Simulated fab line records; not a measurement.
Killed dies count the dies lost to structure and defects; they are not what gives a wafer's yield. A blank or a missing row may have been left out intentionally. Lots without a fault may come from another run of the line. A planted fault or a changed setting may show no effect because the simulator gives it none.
Split-lot study	flow n5 finfet	on a route of 1938 steps: 7 lots, 17 wafers read

ON THE SPLIT
At N5_BEOL_M0_SPUTTER_132 (material Cu, target thk 4 nm, time 7.37 s), the setting time s was moved away from the recipe's 7.37 s on 3 of the 17 wafers read, by -9.2% to +10.7%. All remaining wafers had this setting at the recipe value.

The reading comes from the split's own step.

THE READING
Cu_of_BEOL_M0_SPUTTER_132.thk nm (the simulator's own value, which no gauge read), in nm, at N5_BEOL_M0_SPUTTER_132 (material Cu, target thk 4 nm, time 7.37 s). There is no usual value for it anywhere in the file. Here, 14 wafers ran the recipe; their average is 3.9 nm with a standard deviation of 0.09 nm.

wafer	tool, chamber at the split	time s as run, s	against the recipe	Cu_of_BEOL_M0_SPUTTER_132.thk nm, nm	against lot-mates on the recipe
L075.4	pvd sputter-01, -	7.37	recipe	4	-
L077.3	pvd sputter-01, -	8.158	+10.7%	4.6	+0.6
L077.4	pvd sputter-01, -	7.37	recipe	4	-
L077.6	pvd sputter-01, -	8.158	+10.7%	4.4	+0.4
L080.3	pvd sputter-02, -	7.37	recipe	4	-
L080.4	pvd sputter-02, -	7.37	recipe	4	-
L080.6	pvd sputter-02, -	7.37	recipe	4	-
L084.1	pvd sputter-03, -	7.37	recipe	3.8	-
L084.5	pvd sputter-03, -	7.37	recipe	3.8	-
L092.1	pvd sputter-01, -	7.37	recipe	4	-
L092.3	pvd sputter-01, -	7.37	recipe	3.8	-
L092.6	pvd sputter-01, -	7.37	recipe	3.8	-
L095.1	pvd sputter-01, -	7.37	recipe	4	-
L095.3	pvd sputter-01, -	7.37	recipe	4	-
L095.6	pvd sputter-01, -	7.37	recipe	4	-
L096.2	pvd sputter-03, -	7.37	recipe	4	-
L096.3	pvd sputter-03, -	6.689	-9.2%	3.6	-0.4

FIT RESULTS
A straight line over all 17 wafers: Cu_of_BEOL_M0_SPUTTER_132.thk nm changes by +0.0476 nm for each +1% of time s; r = +0.91; the points scatter about the line by 0.099 nm.
The same after taking each lot's own level away (the mean of its wafers on the recipe; 17 wafers): +0.0457 nm for each +1%; r = +0.96; scatter 0.056 nm.
Per that fit: largest time s move, reading shift of 0.49 nm.
The lots' own levels span 3.80 to 4.00 nm, that is 2.2 times the standard deviation above.
The two slopes agree, so the slope changes little with the lot-to-lot level.
Check: +0.424 nm against its lot-mates is what the line predicts for one of the wafers moved furthest among these (+10.7%) when that wafer is left out of the fit. It came out at +0.6 nm against them.

FURTHER SPLITS ON THESE WAFERS
Other splits were also applied to these wafers ahead of the reading. Each is held against what the fit with the lots' levels taken away leaves over:
other split on the same wafers	wafers away from the commonest value	r with Cu_of_BEOL_M0_SPUTTER_132.thk nm (lot level and that fit taken away)
N5_BEOL_M0_SAQP_COAT_08 spin rpm	6	-0.33
N5_BEOL_M0_SAQP_ETCH_106 target depth a	6	-0.17
N5_BEOL_M0_SAQP_SPACER2_ALD_26 target thk a	6	-0.18

FILE'S OWN FIT
Cu_of_BEOL_M0_SPUTTER_132.thk nm changes by +0.0455 nm for each +1% of time s, r = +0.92.
